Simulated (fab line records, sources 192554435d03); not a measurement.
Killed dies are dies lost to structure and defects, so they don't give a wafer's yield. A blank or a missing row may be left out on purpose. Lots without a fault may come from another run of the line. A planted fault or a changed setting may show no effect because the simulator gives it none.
Problem report in the 8D (eight disciplines) form, filled by code | flow n5_finfet | the parts of the form that need people (team, actions taken, sign-off) are left out

1. THE PROBLEM
bias_w at N5_BEOL_M0_SAQP_ETCH_107 reads a mean of 78.06 W on 2 wafers of 2 lots; wafers without a fault read 73.02 W with a standard deviation of 0.22. That is +23 standard deviations from the usual mean.
The step: etches SiNx in CH3F/O2, target depth 30 nm.
First seen on wafer L245.1, day 7 17:52, on rie_diel-04. The record holds 30 wafers of 10 lots with a number at this step. Rule for "out", or "out of limits": more than 4 standard deviations from the usual mean. The other wafers with a number count as sound.

2. WHAT IT IS AND WHAT IT IS NOT
question                    | is               | is not
which readings at this step | bias_w, rf_vpp_V | drypump_motor_current_A, oes_ar_750_au, oes_product_au, showerhead_plenum_p_Torr, throttle_valve_pct
which lots                  | L245, L248       | L238, L239, L241, L249, L250, L255, L259, L260
which wafers of those lots  | L245.1, L248.2   | L245.3, L245.4, L248.3, L248.4
read on which tools         | rie_diel-04      | rie_diel-05
when                        | from day 7 17:52 | up to then (11 sound wafers); but 17 sound wafers of L248, L249, L250, L255, L259, L260 came after

3. SUSPECTS, AND WHAT RULES EACH OUT
Counting: a tool at a process step up to the reading stays a suspect if it ran every lot that is out. Sound lots after the first of them don't rule it out here, since some wafers of a struck lot are sound.
- ald_sin-02 at N5_BEOL_M0_SAQP_SPACER1_ALD_98 (deposits SiO2, target thk 12.8 nm, pulse time 1 s, purge time 2 s): kept. It ran every lot that is out, first L245 (day 7 16:16); its last sound lot up to then is L241 (day 6 19:07).
- rie_diel-04 at N5_BEOL_M0_SAQP_ETCH_107 (etches SiNx in CH3F/O2, target depth 30 nm): kept. It ran every lot that is out, first L245 (day 7 17:52); its last sound lot up to then is L239 (day 6 10:41). Its own readings are out on those wafers: bias_w, rf_vpp_V.
- Within ald_sin-02 at N5_BEOL_M0_SAQP_SPACER1_ALD_98: the wafers that are out ran in chamber 2; their sound lot-mates ran in chambers 1, 3.
- Within rie_diel-04 at N5_BEOL_M0_SAQP_ETCH_107: the wafers that are out ran in chamber 2; their sound lot-mates ran in chambers 0, 1, 3.
Left after counting: ald_sin-02 at N5_BEOL_M0_SAQP_SPACER1_ALD_98, rie_diel-04 at N5_BEOL_M0_SAQP_ETCH_107.

4. THE CAUSE (what the simulator had put in)
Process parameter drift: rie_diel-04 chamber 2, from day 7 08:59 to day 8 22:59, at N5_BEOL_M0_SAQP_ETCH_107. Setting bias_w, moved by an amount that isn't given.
Counting left 2 suspects, and this tool is among them.

5. THE CHAIN OF EFFECTS, in route order
Each row: a reading whose mean over the struck wafers that have a number lies more than 3 standard deviations from the usual. Only readings for which the record gives a usual standard deviation are gone through. hours: the time from each lot's start at the first step in this table that gives one to its start at this step, as a median over the lots. sigmas: the change in usual standard deviations.
hours | step                     | reading  | usual   | on struck wafers | change | sigmas
0     | N5_BEOL_M0_SAQP_ETCH_107 | bias_w   | 73.02 W | 78.06            | +5.04  | +23
0     | N5_BEOL_M0_SAQP_ETCH_107 | rf_vpp_V | 299 V   | 324              | +24    | +5.3
The process steps in it:
- N5_BEOL_M0_SAQP_ETCH_107: etches SiNx in CH3F/O2, target depth 30 nm.
Later measuring or inspecting steps at which every struck wafer that the step has a row for has a number for every such reading, and none has moved that far: N5_BEOL_M0_SAQP_CD_MEAS_29, N5_BEOL_M4_RC_MEAS_101.

6. WHAT WOULD HAVE CAUGHT IT SOONER
In this record the first reading out of limits was taken at day 7 17:52, 9 hours after the fault began at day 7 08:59.
